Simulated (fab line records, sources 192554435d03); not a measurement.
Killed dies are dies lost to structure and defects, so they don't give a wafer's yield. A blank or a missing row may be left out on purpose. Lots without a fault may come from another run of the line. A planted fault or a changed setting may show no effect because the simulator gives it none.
Chamber matching | flow n5_finfet | N5_MOL_CONTACT_COAG_DESCUM_88 on rie_diel-03: 4 sister chambers
The step chemistry O2, time 7 s. 8 wafers are shown with their chamber, then 12 later ones without.

WAFERS WITH THEIR CHAMBER
wafer  | chamber | showerhead_plenum_p_Torr (Torr) | throttle_valve_pct (%)
L079.6 | 3       | 2.08                            | 20.49
L084.1 | 3       | 2.07                            | 20.51
L084.4 | 2       | 1.97                            | 20.26
L084.5 | 1       | 2.12                            | 20.38
L084.6 | 0       | 2.18                            | 20.12
L085.3 | 0       | 2.17                            | 20.14
L085.4 | 1       | 2.12                            | 20.36
L085.6 | 2       | 1.97                            | 20.27

WAFERS WITHOUT THEIR CHAMBER
wafer  | showerhead_plenum_p_Torr (Torr) | throttle_valve_pct (%)
L086.1 | 2.12                            | 20.37
L086.4 | 2.17                            | 20.13
L086.5 | 2.12                            | 20.38
L088.3 | 2.12                            | 20.38
L088.4 | 2.07                            | 20.51
L088.6 | 1.97                            | 20.28
L091.1 | 1.97                            | 20.30
L091.3 | 2.12                            | 20.40
L091.6 | 2.12                            | 20.39
L092.2 | 1.97                            | 20.30
L092.4 | 2.12                            | 20.40
L092.6 | 1.97                            | 20.30

WHICH CHAMBER EACH WENT THROUGH
wafer  | from the rows above | in truth
L086.1 | 1                   | 1
L086.4 | 0                   | 0
L086.5 | 1                   | 1
L088.3 | 1                   | 1
L088.4 | 3                   | 3
L088.6 | 2                   | 2
L091.1 | 2                   | 2
L091.3 | 1                   | 1
L091.6 | 1                   | 1
L092.2 | 2                   | 2
L092.4 | 1                   | 1
L092.6 | 2                   | 2
Placed correctly: 12 of 12. Can't be placed from these rows: 0. Placed wrongly: 0.
How it was worked out, from the rows above alone: a wafer's distance from a chamber is the root of the sum, over the readings, of the square of ((its reading less the chamber's mean) divided by the reading's scatter). The wafer belongs to the nearest chamber; if the next one is less than 2 further off, it can't be placed. A chamber's mean is the mean of its shown wafers. The scatter: the root of (the sum of the squares of (reading less its chamber's mean) over the shown wafers, divided by (wafers less chambers)).
